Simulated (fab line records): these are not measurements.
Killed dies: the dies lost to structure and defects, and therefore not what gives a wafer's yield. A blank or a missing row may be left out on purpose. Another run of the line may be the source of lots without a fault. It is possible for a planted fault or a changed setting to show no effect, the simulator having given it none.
Problem report, 8D (eight disciplines) form, completed by code    flow nand harc    the parts of the form that need people (team, actions taken, sign-off) are left out

== 1. THE ISSUE ==
killed at other at NHARC_END_SORT_01 reads a mean of 81.0 on 2 wafers of 2 lots; wafers without a fault read 0.7 with a standard deviation of 0.93. Relative to the usual mean, that is a shift of +86 standard deviations.
First observed at day 23 06:32: wafer L859.1, on prober-02. The record has a number at this step for 21 wafers belonging to 7 lots. By rule, "out" or "out of limits" means more than 4 standard deviations away from the usual mean. All remaining wafers that have a number are taken as sound.

== 2. WHAT IT IS, AND WHAT IT ISN'T ==
question                     is                                                                                                               is not
which readings at this step  killed at other, defect limited yield, killed dies, sort_bin_2_pct, sort_bin_3_pct, sort n pass, sort yield pct  killed at array, killed at periphery, killed open, killed short, sort rim yield pct
which lots                   L859, L860                                                                                                       L847, L850, L851, L852, L866
which wafers of those lots   L859.1, L860.6                                                                                                   L859.4, L859.5, L860.1, L860.3
read on which gauges         prober-01, prober-02                                                                                             -
when                         from day 23 06:32                                                                                                up to then (12 sound wafers); but 7 sound wafers of L859, L860, L866 came after

== 3. SUSPECTS, AND WHAT RULES EACH OUT ==
Counting: if a tool at a process step up to the reading ran every lot that is out, it stays a suspect. Sound lots after the first of them don't rule it out here, since some wafers of a struck lot are sound.
- the gauge at NHARC_END_SORT_01 has been ruled out. Those wafers that are out were read across 2 gauges (prober-01, prober-02).
- pvd sputter-02 at NHARC_THIN_TSV_PRE_CLEAN_50 (time 30 s): kept. It ran every lot that is out, first L859 (day 22 18:29); its last sound lot up to then is L851 (day 20 07:39).
- pvd sputter-02 at NHARC_THIN_TSV_PVD_19 (deposits TaN, target thk 20 nm): kept. It ran every lot that is out, first L859 (day 22 22:07); its last sound lot up to then is L851 (day 20 11:08). NHARC_THIN_TSV_PVD_19: start missing for some lots; hours and lot order therefore follow NHARC_THIN_TSV_ETCH_36.
Remaining after the count are pvd sputter-02 at NHARC_THIN_TSV_PRE_CLEAN_50 and pvd sputter-02 at NHARC_THIN_TSV_PVD_19.

== 4. THE CAUSE (what the simulator had put in) ==
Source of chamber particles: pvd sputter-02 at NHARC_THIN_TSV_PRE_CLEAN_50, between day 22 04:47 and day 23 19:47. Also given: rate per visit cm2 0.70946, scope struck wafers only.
This tool is one of the 2 suspects left after counting.

== 5. THE EFFECT CHAIN, in route order ==
Each row: a reading where the mean over the struck wafers with a number is more than 3 standard deviations away from the usual. Only readings whose record carries a usual standard deviation are examined. hours: median over the lots of the time between each lot's start at the first step of this table that gives one and its start at this step. sigmas: the change, counted in usual standard deviations.
hours  step               reading               usual   on struck wafers  change  sigmas
0      NHARC_END_SORT_01  defect limited yield  95.6 %  84.7              -10.9   -6.4
0      NHARC_END_SORT_01  killed at other       0.7     81.0              +80.3   +86
0      NHARC_END_SORT_01  killed dies           30      104               +74     +6.7
0      NHARC_END_SORT_01  sort_bin_2_pct        1.4 %   6.3               +4.9    +7.3
0      NHARC_END_SORT_01  sort_bin_3_pct        0.28 %  2.96              +2.67   +11
0      NHARC_END_SORT_01  sort n pass           647     573               -74     -6.7
0      NHARC_END_SORT_01  sort yield pct        95.6 %  84.7              -10.9   -6.4

== 6. WHAT WOULD HAVE CAUGHT IT SOONER ==
The first out-of-limits reading at a measuring or inspecting step in this record came at day 23 06:32, 26 hours after the fault's start at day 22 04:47.
No tool reading at NHARC_THIN_TSV_PRE_CLEAN_50 that has a usual standard deviation in the record was out on any struck wafer, so an alarm limit of 4 standard deviations on those readings would not have fired.
Of the lots that are out (2), L860 began NHARC_THIN_TSV_PRE_CLEAN_50 on pvd sputter-02 after day 23 06:32. A hold on the tool at that time would have spared it.
